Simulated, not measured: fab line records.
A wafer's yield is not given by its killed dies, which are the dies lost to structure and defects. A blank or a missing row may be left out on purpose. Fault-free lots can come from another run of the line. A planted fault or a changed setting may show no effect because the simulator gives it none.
Chamber matching | flow n5 finfet | N5_BEOL_M5_CO_CAP_78 on cvd co-01: 3 sister chambers
The step material Co, precursor CCTBA/H2, target thk 2 nm, time 102.1 s. 3 wafers are shown with their chamber, then 12 later ones without.

== WAFERS, EACH WITH ITS CHAMBER ==
wafer  | chamber | heater power w (W)
L089.6 | 1       | 232
L088.1 | 0       | 231
L088.6 | 2       | 210

== WAFERS MISSING THEIR CHAMBER ==
wafer  | heater power w (W)
L090.2 | 230
L090.5 | 226
L090.6 | 230
L092.2 | 220
L092.3 | 233
L092.5 | 209
L094.1 | 227
L094.3 | 227
L094.5 | 210
L095.3 | 228
L095.4 | 227
L095.5 | 231

== THE CHAMBER EACH PASSED THROUGH ==
wafer  | from the rows above          | in truth
L090.2 | can't be placed: 0 or 1      | 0
L090.5 | can't be placed: 0 or 1      | 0
L090.6 | can't be placed: 0 or 1      | 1
L092.2 | can't be placed: 2 or 0 or 1 | 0
L092.3 | can't be placed: 1 or 0      | 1
L092.5 | 2                            | 2
L094.1 | can't be placed: 0 or 1      | 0
L094.3 | can't be placed: 0 or 1      | 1
L094.5 | 2                            | 2
L095.3 | can't be placed: 0 or 1      | 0
L095.4 | can't be placed: 0 or 1      | 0
L095.5 | can't be placed: 0 or 1      | 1
Correct placement for 2 of the 12. From these rows, 10 cannot be placed; in 10 the true chamber is one of the candidates. Number placed wrongly: 0.
How it was worked out, from the rows above alone: a wafer's distance from a chamber is the root of the sum, over the readings, of the square of ((its reading less the chamber's mean) divided by the reading's scatter). If the next closest chamber is less than 2 further off than the closest, the wafer can't be placed; otherwise it belongs to the closest. Each chamber's mean is taken over the wafers shown for it. The scatter (one wafer shown for each chamber): square how far every hidden wafer sits from the nearest shown wafer, average those squares and take the square root.
